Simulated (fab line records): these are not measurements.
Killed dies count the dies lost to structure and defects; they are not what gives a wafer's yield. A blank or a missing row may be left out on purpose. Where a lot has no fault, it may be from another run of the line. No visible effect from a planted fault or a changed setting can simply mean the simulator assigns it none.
What tool caused it?    flow n5 finfet    11 lots, 33 wafers sampled, at 4 steps of a route of 1938

WHAT THE GAUGES READ, wafer by wafer
N5_MOL_CONTACT_COAG_INSPECT_97: inspects for defects (darkfield).
lot   measured      on                 raw defect count
L075  day 5 21:32   defect inspect-02  26 43 36
L078  day 6 12:33   defect inspect-02  36 27 26
L080  day 6 21:05   defect inspect-02  41 16 29
L082  day 7 09:56   defect inspect-02  48 65 52
L085  day 8 07:31   defect inspect-02  43 46 35
L087  day 8 17:37   defect inspect-02  45 47 40
L089  day 9 04:46   defect inspect-01  53 57 70
L091  day 9 17:07   defect inspect-01  40 34 27
L093  day 10 05:09  defect inspect-01  38 33 38
L095  day 10 18:46  defect inspect-01  28 53 32
L097  day 11 09:17  defect inspect-02  42 52 60

WHICH TOOL RAN EACH LOT (tool, then ch and the chambers of the sampled wafers, then the start)
lot   N5_MOL_CONTACT_COAG_DESCUM_88       N5_MOL_CONTACT_COAG_ETCH_48         N5_MOL_CONTACT_COAG_STRIP_49
L075  rie diel-01 ch 2,3, day 5 15:22     rie diel-02 ch 1,2, day 5 17:22     plasma asher-01 ch 0,1, day 5 17:31
L078  rie diel-06 ch 0,2,3, day 6 06:38   rie diel-02 ch 0,1,3, day 6 08:28   plasma asher-01 ch 0,1, day 6 08:37
L080  rie diel-01 ch 1,2, day 6 15:02     rie diel-02 ch 0,1,3, day 6 16:56   plasma asher-01 ch 0,1, day 6 17:06
L082  rie diel-02 ch 0,1,2, day 7 02:40   rie diel-02 ch 0,2,3, day 7 05:49   plasma asher-01 ch 0,1, day 7 05:58
L085  rie diel-02 ch 0,1,2, day 7 22:06   rie diel-02 ch 1,2,3, day 8 00:14   plasma asher-02 ch 0,1, day 8 00:23
L087  rie diel-06 ch 1,2, day 8 09:04     rie diel-06 ch 0,2,3, day 8 10:52   plasma asher-01 ch 0,1, day 8 11:00
L089  rie diel-02 ch 0,1, day 8 22:09     rie diel-01 ch 2,3, day 9 00:41     plasma asher-02 ch 0,1, day 9 00:49
L091  rie diel-06 ch 2,3, day 9 11:06     rie diel-02 ch 1,3, day 9 13:02     plasma asher-02 ch 0,1, day 9 13:10
L093  rie diel-01 ch 2,3, day 9 22:41     rie diel-01 ch 2,3, day 10 01:01    plasma asher-02 ch 0,1, day 10 01:09
L095  rie diel-06 ch 0,1,3, day 10 12:26  rie diel-02 ch 0,2,3, day 10 14:39  plasma asher-01 ch 0,1, day 10 14:48
L097  rie diel-02 ch 2,3, day 11 02:34    rie diel-02 ch 0,3, day 11 05:12    plasma asher-02 ch 0,1, day 11 05:20
- N5_MOL_CONTACT_COAG_DESCUM_88: chemistry O2, time 7 s.
- N5_MOL_CONTACT_COAG_ETCH_48: etches SiOC in C4F6/O2, target depth 15 nm, overetch 4.5 nm, time 17 s.
- N5_MOL_CONTACT_COAG_STRIP_49: strips in N2/H2, time 30 s.

THE ANSWER, worked out from the rows above alone
Rule: usual is defined by the lots themselves. The widest of any qualifying gaps counts: lots, ordered by their means at a reading, are off when they make up no more than a third of the lots, leave a main group of 4 or more, and stand apart from it by 3 or more times the standard deviation of that group's means. A main group whose means are all the same, to the digits that the tables above print for the reading, isn't used. A lot without any number at a reading at which 4 lots or more have one is off too. The other lots that the step has rows for count as sound.
Nothing can be told from this: no lot is off at any reading shown.

WHAT WAS PUT IN BY THE SIMULATOR
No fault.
